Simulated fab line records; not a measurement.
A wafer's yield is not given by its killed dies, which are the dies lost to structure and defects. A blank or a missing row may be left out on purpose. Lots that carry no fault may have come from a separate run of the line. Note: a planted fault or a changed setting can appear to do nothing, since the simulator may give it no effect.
Code-filled problem report in 8D (eight disciplines) form -- flow n5 finfet -- the parts of the form that need people (team, actions taken, sign-off) are left out

== 1. WHAT IS WRONG ==
Wafers without a fault read 55.3 nm, standard deviation 1.2; trench depth nm at N5_BEOL_M4_OCD_MEAS_38 reads a mean of 61.7 nm on 3 wafers belonging to 2 lots. Relative to the usual mean, that is a shift of +5.4 standard deviations.
The first sign was on wafer L448.3 at day 11 01:26, on ocd-02. The record has a number at this step for 24 wafers belonging to 8 lots. By rule, "out" or "out of limits" means more than 4 standard deviations away from the usual mean. All remaining wafers that have a number are taken as sound.

== 2. WHAT THIS IS AND IS NOT ==
question,is,is not
which readings at this step,trench depth nm,-
which lots,"L448, L449","L438, L445, L447, L450, L455, L456"
which wafers of those lots,"L448.3, L448.5, L449.2","L448.4, L449.1, L449.6"
read on which gauges,ocd-02,ocd-01
when,from day 11 01:26,"up to then (10 sound wafers); but 11 sound wafers of L449, L450, L455, L456 came after"

== 3. SUSPECTS, AND WHAT RULES EACH OUT ==
Counting: a tool at a process step up to the reading stays a suspect if it ran every lot that is out. Sound lots after the first of them don't rule it out here, since some wafers of a struck lot are sound.
- the gauge at N5_BEOL_M4_OCD_MEAS_38 is ruled out. All the wafers that are out were read on ocd-02, but those of them that N5_BEOL_M4_TRENCH_ETCH_37 has rows for are out there too, on other tools.
- rie diel-06 at N5_BEOL_M4_ETCH_70 (etches SOC in N2/H2, target depth 80 nm, overetch 24 nm, time 130 s): kept. It processed each lot that is out (first: L448, day 11 01:04); up to then, its last sound lot is L445 (day 10 21:34).
- rie diel-06 at N5_BEOL_M4_TRENCH_ETCH_37 (etches SiOC in C4F6/O2, target depth 55.555 nm, time 29.2 s): kept. It processed each lot that is out (first: L448, day 11 01:17); up to then, its last sound lot is L445 (day 10 21:46). Out on those wafers are its own readings of run length s.
- rie diel-06 at N5_BEOL_M4_ETCH_41 (etches SiCN in CH3F/O2, target depth 29.9 nm, time 52.5 s): kept. It processed each lot that is out (first: L448, day 11 01:26); up to then, its last sound lot is L445 (day 10 21:55). N5_BEOL_M4_ETCH_41 gives no start for some lots, so the hours and the order of its lots are those of N5_BEOL_M4_OCD_MEAS_38.
- At N5_BEOL_M4_ETCH_70, inside rie diel-06: chamber 3 took the wafers that are out, while their sound lot-mates went through chambers 0, 2.
- At N5_BEOL_M4_TRENCH_ETCH_37, inside rie diel-06: chamber 3 took the wafers that are out, while their sound lot-mates went through chambers 0, 2.
- At N5_BEOL_M4_ETCH_41, inside rie diel-06: chamber 3 took the wafers that are out, while their sound lot-mates went through chambers 0, 2.
After the count, these remain: rie diel-06 at N5_BEOL_M4_ETCH_70, rie diel-06 at N5_BEOL_M4_TRENCH_ETCH_37 and rie diel-06 at N5_BEOL_M4_ETCH_41.

== 4. THE CAUSE (what the simulator had put in) ==
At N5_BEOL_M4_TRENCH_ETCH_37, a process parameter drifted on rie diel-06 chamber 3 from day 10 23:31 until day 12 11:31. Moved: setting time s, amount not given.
This tool is one of the 3 suspects left after counting.

== 5. THE EFFECT CHAIN, in route order ==
Each row: a reading whose mean over the struck wafers that have a number lies more than 3 standard deviations from the usual. Scope: only readings with a usual standard deviation given in the record; hours: median across lots of the time from each lot's start at the first step in this table that gives one to its start at this step; sigmas: change in usual standard deviations.
hours,step,reading,usual,on struck wafers,change,sigmas
0,N5_BEOL_M4_TRENCH_ETCH_37,run length s,52.4 s,55.3,+2.9,+8.5
0,N5_BEOL_M4_OCD_MEAS_38,trench depth nm,55.3 nm,61.7,+6.4,+5.4
4,N5_BEOL_M4_THK_MEAS_53,M4_THK,39.9 nm,48.2,+8.3,+4.9
5,N5_BEOL_M4_RS_MEAS_58,M4_RS,0.67 ohm/sq,0.52,-0.15,-4.3
The process steps in it:
- N5_BEOL_M4_TRENCH_ETCH_37: etches SiOC in C4F6/O2, target depth 55.555 nm, time 29.2 s.
Later measuring or inspecting steps at which every struck wafer that the step has a row for has a number for every such reading, and none has moved that far: N5_BEOL_M4_RC_MEAS_101.

== 6. HOW IT WOULD HAVE BEEN CAUGHT EARLIER ==
Counted from the fault's start at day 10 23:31, it took 2 hours until the first out-of-limits reading at a measuring or inspecting step in this record, taken at day 11 01:26.
The tool's own readings at N5_BEOL_M4_TRENCH_ETCH_37 were out on every struck wafer that the step has a row for (run length s): an alarm limit on them would have fired on the first of those.
L449, from the lots that are out (2), started N5_BEOL_M4_TRENCH_ETCH_37 on rie diel-06 later than day 11 01:26. A tool hold placed at that time would have kept it from harm.
